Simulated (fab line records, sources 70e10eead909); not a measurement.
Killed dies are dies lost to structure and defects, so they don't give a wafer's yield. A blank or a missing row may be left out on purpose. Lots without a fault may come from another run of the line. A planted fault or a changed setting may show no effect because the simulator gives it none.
Chamber matching | flow nand_harc | NHARC_A_CONTACT_DEP_58 on pecvd-01: 3 sister chambers
The step deposits SiON, target thk 60 nm. 3 wafers are shown with their chamber, then 8 later ones without.

WAFERS WITH THEIR CHAMBER
wafer  | chamber | heater_power_w (W)
L092.1 | 2       | 903
L092.2 | 1       | 762
L092.3 | 0       | 766

WAFERS WITHOUT THEIR CHAMBER
wafer  | heater_power_w (W)
L092.4 | 769
L092.6 | 924
L096.3 | 868
L096.4 | 798
L096.5 | 911
L094.2 | 746
L094.3 | 821
L094.4 | 740

WHICH CHAMBER EACH WENT THROUGH
wafer  | from the rows above          | in truth
L092.4 | can't be placed: 0 or 1      | 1
L092.6 | 2                            | 2
L096.3 | 2                            | 2
L096.4 | can't be placed: 0 or 1      | 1
L096.5 | 2                            | 2
L094.2 | can't be placed: 1 or 0      | 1
L094.3 | can't be placed: 0 or 1 or 2 | 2
L094.4 | can't be placed: 1 or 0      | 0
Placed correctly: 3 of 8. Can't be placed from these rows: 5 (the true chamber is among the candidates in 5). Placed wrongly: 0.
How it was worked out, from the rows above alone: a wafer's distance from a chamber is the root of the sum, over the readings, of the square of ((its reading less the chamber's mean) divided by the reading's scatter). The wafer belongs to the nearest chamber; if the next one is less than 2 further off, it can't be placed. A chamber's mean is the mean of its shown wafers. The scatter: with one shown wafer a chamber, the root of the mean of the squares of how far each hidden wafer lies from its nearest shown one.
